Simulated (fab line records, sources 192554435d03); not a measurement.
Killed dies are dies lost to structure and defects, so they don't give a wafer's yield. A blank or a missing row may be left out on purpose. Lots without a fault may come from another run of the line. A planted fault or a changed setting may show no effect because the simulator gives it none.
fab line records | flow n5_finfet
record lots=9 wafers=26 last_day=18
route steps=1938 shown HKMG_FIN@430 BEOL_M4@1111 PASSIVATION@1936
lots that met no fault: from a run of the same line without faults
start_h: hours from the record's first day to the start of the lot's first wafer shown | wait_h: hours since the lot's step before | " the same as in the row above | L1.1+2: a row that stands for several wafers | - no value, or no start given | * or withheld: withheld | < > ~ a bound
route shown NAME@n: a module of which the file shows steps, and the number in the route of the first | usual: mean/standard deviation of fault-free wafers | same: alike in all rows | chamber/n: place in a boat | sites: the reading at each site | _std_site: their standard deviation | _edge_site: outer sites' mean less inner sites' | radius_mm: how far each site lies from the wafer's centre | mask NAME#n: copy n | behind: the tool/chamber that last shaped the wafer | hold: why the lot was held/for how many hours/how that ended | device: the transistor (n, p or np) that didn't switch | end of line: the same wafers' tests at the end of the route | a step without rows: its recipe alone | killed: dies lost to structure and defects at the first sort, not the wafer's yield | map: a wafer's dies, x killed, . not, _ none there
set.NAME: the setting as run; set.NAME@STEP: as run at that earlier step | model.NAME: the simulator's own value behind a step, which no gauge read
steps of the route over a sample of lots; a table a step, a row a wafer
services: from which hour (start_h, from the record's first day; less than 0 if before it) a tool's chamber was out of use, for how many hours, and why
## steps
# step N5_HKMG_FIN_CD_MEAS_12
# recipe target_cd_nm=92.8 landing_energy_ev=500 detector=se_inlens
# usual cd_nm=92.5/0.59
# columns lot.wafer tool chamber start_h wait_h cd_nm
L988.2 cd_sem-03 0 103.16 - 92.1
L988.6 " 0 " " 92.5
L990.2 cd_sem-01 0 118.51 - 93.6
L990.5 " 0 " " 92.4
L990.6 " 0 " " 93.0
L991.2 cd_sem-03 0 124.00 - 92.6
L991.4 " 0 " " 93.2
L991.5 " 0 " " 93.3
L997.3 cd_sem-02 0 152.34 - 92.1
L997.4 " 0 " " 92.5
L997.5 " 0 " " 92.0
L998.2 cd_sem-01 0 161.84 - 92.0
L998.4 " 0 " " 92.1
L998.5 " 0 " " 91.3
L999.2 cd_sem-02 0 171.71 - 94.2
L999.3 " 0 " " 92.7
L999.5 " 0 " " 92.9
L102.1 cd_sem-02 0 183.68 - 92.6
L102.2 " 0 " " 92.7
L102.3 " 0 " " 92.7
L107.2 cd_sem-02 0 221.45 - 93.3
L107.4 " 0 " " 92.7
L107.5 " 0 " " 93.1
L106.1 cd_sem-03 0 224.50 - 93.3
L106.2 " 0 " " 91.7
L106.4 " 0 " " 92.0
# step N5_HKMG_FIN_STRIP_92
# recipe chemistry=N2/H2 material=SOC time_s=20 power_w=500 temp_c=40 pressure_mtorr=50 rf_frequency_hz=6e+07 bias_power_w=8 h2_frac=0.5 n2_flow_sccm=300 h2_flow_sccm=300
# usual drypump_motor_current_A=5.6/0.5 oes_product_au=0.83/0.067 rf_vpp_V=54.2/0.89 showerhead_plenum_p_Torr=3.37/0.09 throttle_valve_pct=18.9/0.48
# columns lot.wafer tool chamber start_h wait_h drypump_motor_current_A oes_product_au rf_hours_counter_h rf_vpp_V showerhead_plenum_p_Torr throttle_valve_pct
L988.2 rie_diel-02 1 103.97 0.1 5.1 0.89 13 53.4 3.30 19.1
L988.6 " 3 " " 5.4 0.79 - 54.2 3.51 18.7
L990.2 rie_diel-02 0 119.18 0.1 5.4 0.73 136 55.0 3.36 19.2
L990.5 " 0 " " 5.4 0.73 - 54.9 3.36 19.3
L990.6 " 3 " " 5.4 0.77 - 54.6 3.51 18.7
L991.2 rie_diel-06 1 124.53 0.1 4.8 0.75 143 53.5 3.21 18.9
L991.4 " 0 " " 6.2 0.89 21 53.5 3.29 18.6
L991.5 " 2 " " 5.4 0.83 - 54.5 3.26 18.5
L997.3 rie_diel-02 2 152.88 0.1 5.2 0.93 20 53.9 3.30 19.7
L997.4 " 0 " " 5.4 0.72 148 56.5 3.36 19.3
L997.5 " 2 " " 5.2 0.94 - 54.5 3.30 19.7
L998.2 rie_diel-03 3 162.38 0.1 6.0 0.76 129 53.7 3.36 19.4
L998.4 " 2 " " 5.6 0.89 27 54.6 3.41 18.2
L998.5 " 1 " " 6.2 0.87 - 54.1 3.42 18.7
L999.2 rie_diel-06 0 172.25 0.1 6.2 0.87 35 53.1 3.28 18.7
L999.3 " 1 " " 4.9 0.73 161 53.5 3.20 19.0
L999.5 " 3 " " 6.6 0.80 - 53.3 3.40 19.5
L102.1 rie_diel-03 2 184.23 0.1 5.6 0.88 32 55.0 3.41 18.2
L102.2 " 3 " " 6.0 0.77 134 54.3 3.36 19.4
L102.3 " 1 " " 6.2 0.87 43 53.8 3.42 18.7
L107.2 rie_diel-03 3 221.99 0.1 6.0 0.76 147 54.0 3.35 19.4
L107.4 " 2 " " 5.6 0.86 45 55.1 3.40 18.2
L107.5 " 1 " " 6.2 0.86 - 54.2 3.42 18.7
L106.1 rie_diel-03 2 225.27 0.1 5.6 0.86 46 55.0 3.40 18.2
L106.2 " 3 " " 6.0 0.75 148 54.5 3.35 19.4
L106.4 " 0 " " 5.5 0.82 88 55.7 3.53 18.2
# step N5_HKMG_FIN_NWFM_ALD_20
# recipe material=TiAlC target_thk_a=20 temp_c=300 ald_precursor_family=TiCl4 ald_co_reactant=TEA pulse_time_s=3 purge_time_s=2 co_reactant_purge_time_s=2 co_reactant_pulse_time_s=10 ald_cycles=7 pressure_torr=3
# usual ald_cycles=7/0 chamber_pressure_Torr=2.999/0.0064 heater_power_w=494/41 precursor_pulse_height_rel=0.999/0.018
# columns lot.wafer tool chamber start_h wait_h ald_cycles chamber_pressure_Torr heater_power_w precursor_pulse_height_rel
L988.2 ald_metal-02 3 105.94 0.3 7 3.002 492 0.971
L988.6 " 1 " " 7 2.997 528 1.027
L990.2 ald_metal-04 3 120.77 0.3 7 2.998 502 0.969
L990.5 " 2 " " 7 3.002 467 0.981
L990.6 " 3 " " 7 2.991 504 0.964
L991.2 ald_metal-03 1 126.20 0.3 7 3.000 586 0.986
L991.4 " 0 " " 7 3.006 432 1.005
L991.5 " 1 " " 7 3.011 595 0.964
L997.3 ald_metal-04 1 154.38 0.1 - - - -
L997.4 " 3 " " - - - -
L997.5 " 3 " " - - - -
L998.2 ald_metal-03 3 163.88 0.3 - - - -
L998.4 " 2 " " - - - -
L998.5 " 2 " " - - - -
L999.2 ald_metal-04 2 173.99 0.3 - - - -
L999.3 " 0 " " - - - -
L999.5 " 3 " " - - - -
L102.1 ald_metal-04 1 185.74 0.3 7 2.993 459 1.023
L102.2 " 0 " " 7 3.006 519 0.989
L102.3 " 2 " " 7 2.994 463 0.985
L107.2 ald_metal-03 2 223.52 0.3 7 2.996 460 0.976
L107.4 " 3 " " 7 2.985 530 1.014
L107.5 " 3 " " 7 2.994 545 1.025
L106.1 ald_metal-03 3 226.81 0.3 7 3.010 534 1.011
L106.2 " 1 " " 7 3.012 580 1.019
L106.4 " 0 " " 7 2.995 425 1.052
# step N5_HKMG_FIN_ALD_72
# recipe material=W target_thk_a=20 temp_c=300 pressure_torr=7.5 ald_precursor_family=WF6 ald_co_reactant=B2H6 pulse_time_s=1 purge_time_s=2 co_reactant_purge_time_s=2 co_reactant_pulse_time_s=3 ald_cycles=7
# usual chamber_pressure_Torr=7.499/0.016 heater_power_w=467/38 precursor_pulse_height_rel=1.002/0.018
# same ald_cycles=7
# columns lot.wafer tool chamber start_h wait_h chamber_pressure_Torr heater_power_w precursor_pulse_height_rel
L988.2 cvd_w-01 0 107.55 0.2 7.517 512 0.994
L988.6 " 0 " " 7.511 489 0.996
L990.2 cvd_w-02 0 122.76 0.2 7.520 416 1.028
L990.5 " 0 " " 7.530 421 0.991
L990.6 " 1 " " 7.513 476 1.019
L991.2 cvd_w-02 1 127.74 0.2 7.504 485 0.994
L991.4 " 0 " " 7.478 408 0.989
L991.5 " 1 " " 7.482 496 1.017
L997.3 cvd_w-01 0 156.12 0.2 7.479 497 1.010
L997.4 " 1 " " 7.474 494 0.988
L997.5 " 0 " " 7.501 491 0.986
L998.2 cvd_w-01 0 165.45 0.2 7.515 503 0.976
L998.4 " 1 " " 7.487 497 1.013
L998.5 " 0 " " 7.487 497 1.011
L999.2 cvd_w-02 0 175.56 0.2 7.496 410 1.004
L999.3 " 0 " " 7.505 396 0.990
L999.5 " 0 " " 7.500 408 1.007
L102.1 cvd_w-01 1 187.28 0.2 7.510 503 1.012
L102.2 " 0 " " 7.509 491 1.023
L102.3 " 0 " " 7.507 504 0.981
L107.2 cvd_w-02 0 225.09 0.2 7.521 434 1.004
L107.4 " 1 " " 7.484 490 0.990
L107.5 " 1 " " 7.482 501 1.023
L106.1 cvd_w-02 0 228.35 0.2 7.482 409 0.952
L106.2 " 1 " " 7.512 494 0.991
L106.4 " 0 " " 7.513 415 0.993
# step N5_BEOL_M4_RC_MEAS_101
# usual DIBL_N=36.0/1.9 DIBL_P=36.0/2.1 IOFF_N=0.155/0.029 IOFF_N_85C=3.0/0.46 IOFF_N_LIN=0.072/0.011 IOFF_N_LONG=5.52e-05/2.9e-06 IOFF_P=0.20/0.032 IOFF_P_85C=3.6/0.48 IOFF_P_LIN=0.097/0.011 IOFF_P_LONG=0.000104/8.9e-06 ION_N=672/11 ION_P=461/6.9 SS_N=71.5/0.58 SS_P=73.2/0.64 VT_N=250.4/2.9 VT_N_LONG=275.2/1.9 VT_N_LVT=98/3.1 VT_P=-251.0/2.8 VT_P_LONG=-276/3.2 VT_P_LVT=-99.1/2.8
# columns lot.wafer tool chamber start_h wait_h DIBL_N[mV/V] DIBL_P[mV/V] IOFF_N[nA/um] IOFF_N_85C[nA/um] IOFF_N_LIN[nA/um] IOFF_N_LONG[nA/um] IOFF_P[nA/um] IOFF_P_85C[nA/um] IOFF_P_LIN[nA/um] IOFF_P_LONG[nA/um] ION_N[uA/um] ION_P[uA/um] SS_N[mV/dec] SS_P[mV/dec] VT_N[mV] VT_N_LONG[mV] VT_N_LVT[mV] VT_P[mV] VT_P_LONG[mV] VT_P_LVT[mV]
L988.2 prober-01 0 210.12 0.2 34.8 34.1 0.124 2.5 0.060 5.47e-05 0.19 3.3 0.095 0.000118 666 460 71.1 72.9 252.0 277.3 101 -249.1 -272 -100.0
L988.6 " 0 " " 36.1 35.2 0.143 2.8 0.067 5.45e-05 0.20 3.6 0.100 0.000115 660 460 71.8 73.1 251.5 277.6 101 -249.3 -274 -98.4
L990.2 prober-01 0 221.08 0.2 34.8 33.1 0.127 2.6 0.065 5.73e-05 0.15 2.7 0.076 9.4e-05 676 453 70.1 72.5 249.6 273.1 99 -256.0 -278 -103.8
L990.5 " 0 " " 37.0 35.7 0.158 3.1 0.076 5.67e-05 0.19 3.3 0.089 9.4e-05 684 462 71.7 73.2 250.7 273.5 96 -252.9 -280 -100.0
L990.6 " 0 " " 38.5 36.5 0.182 3.5 0.081 5.72e-05 0.20 3.4 0.091 9.6e-05 675 454 71.5 73.5 249.8 276.8 97 -251.3 -276 -99.7
L991.2 prober-02 0 223.72 0.2 37.7 38.7 0.197 3.8 0.087 5.4e-05 0.25 4.2 0.112 9.7e-05 671 459 72.4 73.5 246.4 273.7 94 -249.8 -280 -94.7
L991.4 " 0 " " 36.1 36.5 0.157 3.1 0.074 5.47e-05 0.22 3.7 0.100 0.000104 675 459 71.7 74.0 251.4 275.2 95 -250.4 -278 -95.5
L991.5 " 0 " " 38.0 38.1 0.179 3.5 0.080 5.51e-05 0.23 3.9 0.104 0.000103 665 453 72.1 73.7 249.0 277.8 96 -251.9 -278 -96.4
L997.3 prober-01 0 246.81 0.3 35.9 36.1 0.000 0.0 0.000 4.8e-05 4.33 45.8 2.016 0.001897 95 583 71.9 73.4 535.6 570.3 391 -165.8 -188 -12.5
L997.4 " 0 " " 34.2 34.0 0.000 0.0 0.000 4.8e-05 3.62 39.0 1.777 0.00186 90 568 71.5 73.0 546.2 569.2 394 -167.3 -190 -15.0
L997.5 " 0 " " 37.2 36.8 0.000 0.0 0.000 4.91e-05 4.61 47.7 2.115 0.001889 97 582 72.0 74.3 540.7 569.1 390 -165.8 -188 -11.9
L998.2 prober-01 0 256.73 0.2 35.7 35.4 0.000 0.0 0.000 4.8e-05 4.89 49.9 2.262 0.002145 92 588 70.7 73.5 539.7 567.7 390 -162.4 -183 -11.1
L998.4 " 0 " " 33.4 32.3 0.000 0.0 0.000 4.75e-05 3.85 41.1 1.905 0.002198 91 583 70.2 73.1 545.5 567.0 393 -164.8 -183 -14.4
L998.5 " 0 " " 33.0 32.2 0.000 0.0 0.000 4.78e-05 3.74 39.7 1.903 0.002197 91 586 70.9 72.9 539.9 563.4 396 -164.0 -184 -14.3
L999.2 prober-01 0 264.08 0.2 36.6 38.4 0.000 0.0 0.000 4.52e-05 4.58 48.8 2.033 0.001721 95 585 71.1 73.3 542.9 568.9 389 -165.8 -191 -13.8
L999.3 " 0 " " 35.1 36.3 0.000 0.0 0.000 4.55e-05 3.89 42.1 1.800 0.001767 95 584 71.1 73.1 541.6 570.0 388 -168.7 -190 -16.3
L999.5 " 0 " " 34.9 36.3 0.000 0.0 0.000 4.56e-05 4.05 43.7 1.864 0.001728 93 583 71.4 72.7 540.1 569.5 393 -167.7 -189 -15.2
L102.1 prober-02 0 283.94 0.0 36.7 37.7 0.173 3.3 0.079 5.82e-05 0.23 4.0 0.109 0.000117 684 470 71.7 73.8 248.6 274.5 96 -248.9 -273 -96.3
L102.2 " 0 " " 37.2 38.2 0.186 3.5 0.084 5.73e-05 0.24 4.2 0.111 0.000115 669 460 71.4 74.2 245.9 274.5 96 -247.8 -275 -95.9
L102.3 " 0 " " 38.1 40.4 0.202 3.8 0.092 5.66e-05 0.28 4.8 0.124 0.000114 688 475 72.0 74.6 245.9 274.6 93 -245.5 -275 -93.8
L107.2 prober-01 0 311.51 0.2 37.5 36.0 0.179 3.4 0.083 5.52e-05 0.23 3.9 0.105 9.9e-05 672 465 71.6 73.9 248.6 273.6 93 -246.8 -280 -96.9
L107.4 " 0 " " 35.8 34.7 0.147 2.9 0.071 5.51e-05 0.20 3.5 0.097 9.7e-05 678 460 71.1 72.9 251.6 275.9 96 -250.3 -281 -98.4
L107.5 " 0 " " 38.0 36.4 0.173 3.3 0.076 5.44e-05 0.24 4.0 0.105 9.9e-05 657 450 71.5 73.8 248.6 275.9 97 -252.1 -280 -97.9
L106.1 prober-01 0 313.78 0.0 34.4 35.1 0.149 3.0 0.072 5.49e-05 0.19 3.4 0.093 9.7e-05 682 466 71.6 73.0 252.9 276.7 95 -249.1 -278 -98.9
L106.2 " 0 " " 33.3 33.1 0.118 2.5 0.058 5.47e-05 0.15 2.8 0.079 9.8e-05 661 450 71.0 72.6 255.5 275.4 100 -255.7 -279 -102.1
L106.4 " 0 " " 32.8 33.0 0.119 2.5 0.062 5.43e-05 0.16 3.0 0.085 0.000102 674 462 70.4 72.9 251.2 276.9 98 -253.9 -279 -100.1
# step N5_PASSIVATION_PROBE_49
# usual defect_limited_yield=91.0/1.5 killed_at_M0_to_M3=33/9.4 killed_at_M4_up=14/4.8 killed_at_contacts=13/7.3 killed_at_front_end=43/13 killed_at_other=3.6/2.9 killed_dies=106/18 killed_open=69/13 killed_short=35/8.2 sort_bin_4_leakage=0/0 sort_bin_5_function=5.3/1 sort_bin_6_memory=3.3/0.68 sort_n_pass=1074/18 sort_yield_pct=91.0/1.5
# same gross_dies=1180 killed_at_back_side=0 sort_bin_8_speed[%]=0
# columns lot.wafer tool chamber start_h wait_h defect_limited_yield[%] killed_at_M0_to_M3 killed_at_M4_up killed_at_contacts killed_at_front_end killed_at_other killed_dies killed_open killed_short sort_bin_4_leakage[%] sort_bin_5_function[%] sort_bin_6_memory[%] sort_n_pass sort_yield_pct[%]
L988.2 prober-02 - 322.79 0.1 91.4 31 16 5 45 4 101 61 39 0 4.7 3.1 1079 91.4
L988.6 prober-02 - 322.99 0.3 92.6 13 7 8 58 1 87 57 28 0 4.1 3.3 1093 92.6
L990.2 prober-02 - 329.36 0.1 91.9 17 19 9 48 3 96 68 26 0 4.7 3.1 1084 91.9
L990.5 prober-02 - 329.51 0.2 92.2 27 14 9 40 2 92 58 30 0 4.9 2.3 1088 92.2
L990.6 prober-02 - 329.56 0.3 91.2 21 14 14 43 12 104 73 31 0 4.4 4.3 1076 91.2
L991.2 prober-02 - 343.15 0.1 90.6 42 10 26 26 7 111 69 39 0 6.0 2.9 1069 90.6
L991.4 prober-02 - 343.25 0.2 90.5 37 3 13 57 2 112 60 48 0 5.0 3.6 1068 90.5
L991.5 prober-02 - 343.30 0.2 92.4 25 2 19 36 8 90 46 42 0 4.0 2.8 1090 92.4
L997.3 prober-01 - 358.20 0.1 90.9 28 17 14 44 4 107 73 30 90.93 5.4 3.1 0 0
L997.4 prober-01 - 358.25 0.2 89.5 37 22 3 55 7 124 90 33 89.49 6.4 3.9 0 0
L997.5 prober-01 - 358.30 0.2 90.5 26 17 19 50 0 112 80 26 90.51 4.7 3.9 0 0
L998.2 prober-02 - 360.79 0.1 91.5 28 16 14 40 2 100 78 21 91.53 4.7 3.4 0 0
L998.4 prober-02 - 360.89 0.2 90.4 45 10 15 41 2 113 66 47 90.42 5.8 3.6 0 0
L998.5 prober-02 - 360.94 0.2 89.5 46 14 21 38 5 124 78 46 89.49 5.8 4.2 0 0
L999.2 prober-01 - 360.96 0.1 92.4 36 12 4 36 2 90 55 31 92.37 4.0 3.2 0 0
L999.3 prober-01 - 361.01 0.1 90.5 48 21 9 33 1 112 74 34 90.51 5.1 3.9 0 0
L999.5 prober-01 - 361.11 0.2 91.8 40 10 12 24 11 97 70 23 91.78 4.7 3.1 0 0
L102.1 prober-01 - 390.18 0.0 90.6 30 17 26 36 2 111 69 42 0 5.3 3.6 1069 90.6
L102.2 prober-01 - 390.23 0.1 92.6 18 8 20 41 0 87 55 32 0 4.4 2.5 1093 92.6
L102.3 prober-01 - 390.28 0.1 93.4 20 18 15 22 3 78 56 22 0 4.0 2.3 1102 93.4
L107.2 prober-01 - 415.86 0.1 90.8 37 4 20 39 9 109 69 39 0 5.6 3.5 1071 90.8
L107.4 prober-01 - 415.96 0.2 91.1 34 9 21 33 8 105 64 33 0 4.3 4.0 1075 91.1
L107.5 prober-01 - 416.01 0.2 91.4 30 17 21 30 4 102 66 35 0 4.3 3.9 1078 91.4
L106.1 prober-01 - 428.13 0.0 91.5 34 18 4 36 8 100 56 34 0 4.2 3.2 1080 91.5
L106.2 prober-01 - 428.18 0.1 94.4 19 9 5 24 9 66 40 24 0 3.5 1.9 1114 94.4
L106.4 prober-01 - 428.28 0.2 90.8 49 13 6 30 10 108 57 51 0 4.7 3.9 1072 90.8
# killed by level:class
L988.2 STI_FIN_REVEAL:geometric_particle:open=13 BEOL_M0_SAQP:geometric_particle:short=12 BEOL_M3:geometric_particle:open=9 FIN_SAQP:geometric_particle:open=8 BEOL_M4:geometric_particle:open=6 GATE_CUT:geometric_particle:short=5 BEOL_M5:geometric_particle:open=4 STARTING-WAFER:geometric_particle:short=4
L988.6 STI_FIN_REVEAL:geometric_particle:open=23 STI_FIN_REVEAL:geometric_particle:short=8 FIN_SAQP:geometric_particle:short=7 MOL_CONTACT_COAG:geometric_particle:open=7 BEOL_M0_SAQP:geometric_particle:open=6 FIN_SAQP:geometric_particle:open=4 GATE_CUT:geometric_particle:short=4 ILD0:geometric_particle:short=3
L990.2 FIN_SAQP:geometric_particle:open=15 FIN_SAQP:geometric_particle:short=11 STI_FIN_REVEAL:geometric_particle:open=10 MOL_CONTACT_COAG:geometric_particle:open=9 BEOL_M4:geometric_particle:open=8 BEOL_M1:geometric_particle:open=7 BEOL_M0_SAQP:geometric_particle:open=4 BEOL_M6:geometric_particle:open=4
L990.5 BEOL_M4:geometric_particle:open=12 STI_FIN_REVEAL:geometric_particle:open=9 FIN_SAQP:geometric_particle:open=8 BEOL_M3:geometric_particle:open=8 FIN_SAQP:geometric_particle:short=6 MOL_CONTACT_COAG:geometric_particle:open=6 BEOL_M1:geometric_particle:open=6 HKMG_FIN:area_etch=4
L990.6 STI_FIN_REVEAL:geometric_particle:open=11 MOL_CONTACT_COAG:geometric_particle:open=10 FIN_SAQP:geometric_particle:open=9 BEOL_M4:geometric_particle:open=8 MIM_TOP:geometric_particle:short=7 FIN_SAQP:geometric_particle:short=6 DUMMY_GATE:geometric_particle:open=5 MOL_CONTACT_COAG:geometric_particle:short=4
L991.2 MOL_CONTACT_COAG:geometric_particle:open=16 BEOL_M0_SAQP:geometric_particle:open=14 MOL_CONTACT_COAG:geometric_particle:short=10 FIN_SAQP:geometric_particle:open=8 FIN_SAQP:geometric_particle:short=7 BEOL_M1:geometric_particle:open=6 BEOL_M0:geometric_particle:short=6 BEOL_M3:geometric_particle:open=5
L991.4 STI_FIN_REVEAL:geometric_particle:open=14 FIN_SAQP:geometric_particle:short=11 MOL_CONTACT_COAG:geometric_particle:open=10 FIN_SAQP:geometric_particle:open=9 BEOL_M1:geometric_particle:open=9 BEOL_M0_SAQP:geometric_particle:short=9 BEOL_M0_SAQP:geometric_particle:open=7 BEOL_M0:geometric_particle:short=7
L991.5 MOL_CONTACT_COAG:geometric_particle:open=14 STI_FIN_REVEAL:geometric_particle:open=12 BEOL_M0:geometric_particle:short=9 MOL_CONTACT_COAG:geometric_particle:short=5 BEOL_M1:geometric_particle:open=5 SPACER0:geometric_particle:short=4 FIN_SAQP:geometric_particle:short=3 FIN_SAQP:geometric_particle:open=3
L997.3 FIN_SAQP:geometric_particle:open=16 MOL_CONTACT_COAG:geometric_particle:open=12 BEOL_M3:geometric_particle:open=7 FIN_SAQP:geometric_particle:short=6 BEOL_M0_SAQP:geometric_particle:open=5 BEOL_M2:geometric_particle:open=5 STARTING-WAFER:geometric_particle:short=4 STI_FIN_REVEAL:geometric_particle:open=4
L997.4 FIN_SAQP:geometric_particle:open=25 BEOL_M4:geometric_particle:open=12 STI_FIN_REVEAL:geometric_particle:open=9 BEOL_M0_SAQP:geometric_particle:open=7 BEOL_M1:geometric_particle:open=7 BEOL_M2:geometric_particle:open=7 BEOL_M3:geometric_particle:open=6 FIN_SAQP:geometric_particle:short=5
L997.5 FIN_SAQP:geometric_particle:open=16 MOL_CONTACT_COAG:geometric_particle:open=16 STI_FIN_REVEAL:geometric_particle:open=11 BEOL_M4:geometric_particle:open=10 BEOL_M1:geometric_particle:open=7 BEOL_M0_SAQP:geometric_particle:open=6 HKMG_FIN:area_etch=6 BEOL_M0_SAQP:geometric_particle:short=5
L998.2 FIN_SAQP:geometric_particle:open=11 BEOL_M0_SAQP:geometric_particle:open=11 MOL_CONTACT_COAG:geometric_particle:open=11 STI_FIN_REVEAL:geometric_particle:open=8 FIN_SAQP:geometric_particle:short=7 BEOL_M2:geometric_particle:open=6 STARTING-WAFER:geometric_particle:open=4 BEOL_M0_SAQP:geometric_particle:short=4
L998.4 FIN_SAQP:geometric_particle:short=11 MOL_CONTACT_COAG:geometric_particle:open=11 BEOL_M0_SAQP:geometric_particle:short=11 BEOL_M2:geometric_particle:open=11 BEOL_M0_SAQP:geometric_particle:open=10 FIN_SAQP:geometric_particle:open=7 BEOL_M4:geometric_particle:open=7 ILD0:geometric_particle:open=4
L998.5 MOL_CONTACT_COAG:geometric_particle:open=19 BEOL_M0_SAQP:geometric_particle:short=17 BEOL_M0_SAQP:geometric_particle:open=12 FIN_SAQP:geometric_particle:short=11 FIN_SAQP:geometric_particle:open=8 BEOL_M2:geometric_particle:open=7 GATE_CUT:geometric_particle:open=5 GATE_CUT:geometric_particle:short=4
L999.2 STI_FIN_REVEAL:geometric_particle:open=12 BEOL_M3:geometric_particle:open=12 BEOL_M1:geometric_particle:open=7 BEOL_M0_SAQP:geometric_particle:short=6 GATE_CUT:geometric_particle:short=4 BEOL_M0_SAQP:geometric_particle:open=3 BEOL_M1:geometric_particle:short=3 BEOL_M2:geometric_particle:open=3
L999.3 BEOL_M0_SAQP:geometric_particle:open=13 BEOL_M1:geometric_particle:open=9 BEOL_M2:geometric_particle:open=8 FIN_SAQP:geometric_particle:short=6 GATE_CUT:geometric_particle:short=6 MOL_CONTACT_COAG:geometric_particle:open=6 BEOL_M0_SAQP:geometric_particle:short=6 BEOL_M3:geometric_particle:open=6
L999.5 BEOL_M3:geometric_particle:open=18 MOL_CONTACT_COAG:geometric_particle:open=11 STI_FIN_REVEAL:geometric_particle:open=7 BEOL_M1:geometric_particle:open=6 FIN_SAQP:geometric_particle:open=5 BEOL_M0_SAQP:geometric_particle:open=4 BEOL_M2:geometric_particle:open=4 BEOL_M3:geometric_particle:short=4
L102.1 MOL_CONTACT_COAG:geometric_particle:open=19 STI_FIN_REVEAL:geometric_particle:open=17 BEOL_M0_SAQP:geometric_particle:open=10 BEOL_M0_SAQP:geometric_particle:short=10 FIN_SAQP:geometric_particle:short=8 MOL_CONTACT_COAG:geometric_particle:short=7 BEOL_M2:geometric_particle:open=5 GATE_CUT:geometric_particle:short=4
L102.2 MOL_CONTACT_COAG:geometric_particle:open=16 STI_FIN_REVEAL:geometric_particle:open=11 FIN_SAQP:geometric_particle:short=10 FIN_SAQP:geometric_particle:open=8 BEOL_M0_SAQP:geometric_particle:short=7 MOL_CONTACT_COAG:geometric_particle:short=4 BEOL_M2:geometric_particle:open=4 STI_FIN_REVEAL:geometric_particle:short=3
L102.3 MOL_CONTACT_COAG:geometric_particle:open=14 STI_FIN_REVEAL:geometric_particle:open=7 FIN_SAQP:geometric_particle:short=4 BEOL_M0_SAQP:geometric_particle:open=4 BEOL_M4:geometric_particle:open=4 STARTING-WAFER:geometric_particle:open=4 GATE_CUT:geometric_particle:short=3 DUMMY_GATE:geometric_particle:open=3
L107.2 MOL_CONTACT_COAG:geometric_particle:open=15 BEOL_M2:geometric_particle:open=12 ILD0:geometric_particle:short=8 BEOL_M1:geometric_particle:open=6 STARTING-WAFER:geometric_particle:open=6 FIN_SAQP:geometric_particle:short=5 FIN_SAQP:geometric_particle:open=5 STI_FIN_REVEAL:geometric_particle:open=5
L107.4 BEOL_M2:geometric_particle:open=18 MOL_CONTACT_COAG:geometric_particle:open=17 FIN_SAQP:geometric_particle:open=10 HKMG_FIN:area_etch=6 FIN_SAQP:geometric_particle:short=5 BEOL_M2:geometric_particle:short=5 PASS1_DEP:geometric_particle:open=5 STI_FIN_REVEAL:geometric_particle:open=4
L107.5 MOL_CONTACT_COAG:geometric_particle:open=17 BEOL_M2:geometric_particle:open=10 BEOL_M4:geometric_particle:open=8 FIN_SAQP:geometric_particle:short=7 DUMMY_GATE:geometric_particle:open=5 MOL_CONTACT_COAG:geometric_particle:short=4 BEOL_M3:geometric_particle:open=4 FIN_SAQP:geometric_particle:open=3
L106.1 FIN_SAQP:geometric_particle:open=9 HKMG_FIN:area_etch=9 BEOL_M0_SAQP:geometric_particle:open=7 BEOL_M0_SAQP:geometric_particle:short=7 BEOL_M3:geometric_particle:open=6 BEOL_M4:geometric_particle:open=6 BEOL_M4:geometric_particle:short=5 FIN_SAQP:geometric_particle:short=4
L106.2 STI_FIN_REVEAL:geometric_particle:open=7 BEOL_M4:geometric_particle:open=6 BEOL_M1:geometric_particle:short=5 MOL_CONTACT_COAG:geometric_particle:open=4 BEOL_M0_SAQP:geometric_particle:short=4 BEOL_M3:geometric_particle:open=4 STARTING-WAFER:geometric_particle:open=4 FIN_SAQP:geometric_particle:short=3
L106.4 BEOL_M0_SAQP:geometric_particle:short=16 BEOL_M0_SAQP:geometric_particle:open=14 GATE_CUT:geometric_particle:short=7 FIN_SAQP:geometric_particle:short=5 BEOL_M4:geometric_particle:open=5 PASS1_CAP:geometric_particle:short=5 GATE_CUT:geometric_particle:open=4 MOL_CONTACT_COAG:geometric_particle:open=4
## services
# columns tool chamber start_h hours kind
ald_metal-02 3 85.05 15.9 repair
rie_diel-06 - 100.57 14.6 pm
ald_metal-03 1 110.48 4.2 repair
rie_diel-06 0 131.05 5.5 repair
cvd_w-02 - 158.93 0.9 repair
rie_diel-06 0 162.38 3.7 repair
rie_diel-02 1 162.82 3.1 repair
ald_metal-04 1 168.48 2.2 repair
ald_metal-04 3 175.80 1.5 repair
ald_metal-03 - 187.71 1.8 repair
ald_metal-02 3 197.98 17.2 repair
ald_metal-02 1 219.92 10.1 repair
ald_metal-02 - 224.23 4.3 pm
## key
first_sign step=N5_HKMG_FIN_NWFM_ALD_20 reading=tool_record direction=missing
effect step=N5_BEOL_M4_RC_MEAS_101 reading=IOFF_P_LONG direction=up sigmas=99+ usual=0.000104 struck=0.001934
effect step=N5_BEOL_M4_RC_MEAS_101 reading=IOFF_P_LIN direction=up sigmas=99+ usual=0.097 struck=1.964
effect step=N5_BEOL_M4_RC_MEAS_101 reading=VT_N_LONG direction=up sigmas=99+ usual=275.2 struck=568.3
effect step=N5_BEOL_M4_RC_MEAS_101 reading=IOFF_P direction=up sigmas=99+ usual=0.20 struck=4.18
effect step=N5_BEOL_M4_RC_MEAS_101 reading=VT_N direction=up sigmas=99+ usual=250.4 struck=541.4
effect step=N5_BEOL_M4_RC_MEAS_101 reading=VT_N_LVT direction=up sigmas=95 usual=98 struck=392
effect step=N5_BEOL_M4_RC_MEAS_101 reading=IOFF_P_85C direction=up sigmas=86 usual=3.6 struck=44.2
effect step=N5_BEOL_M4_RC_MEAS_101 reading=ION_N direction=down sigmas=53 usual=672 struck=93
effect step=N5_BEOL_M4_RC_MEAS_101 reading=VT_P_LVT direction=up sigmas=31 usual=-99.1 struck=-13.8
effect step=N5_BEOL_M4_RC_MEAS_101 reading=VT_P direction=up sigmas=31 usual=-251.0 struck=-165.8
effect step=N5_BEOL_M4_RC_MEAS_101 reading=VT_P_LONG direction=up sigmas=28 usual=-276 struck=-187
effect step=N5_BEOL_M4_RC_MEAS_101 reading=ION_P direction=up sigmas=18 usual=461 struck=583
effect step=N5_PASSIVATION_PROBE_49 reading=sort_bin_4_leakage direction=up sigmas=99+ usual=0 struck=90.78
met_at N5_HKMG_FIN_NWFM_ALD_20
struck_lots L997,L998,L999
not_acting_at N5_HKMG_FIN_CD_MEAS_12,N5_HKMG_FIN_STRIP_92,N5_HKMG_FIN_ALD_72
onset_between 126.20 154.38
fault kind=skipped_step_whole tool=ald_metal-03,ald_metal-04 chamber=- onset_h=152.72 steps=N5_HKMG_FIN_NWFM_ALD_20 scope=struck_lots_only
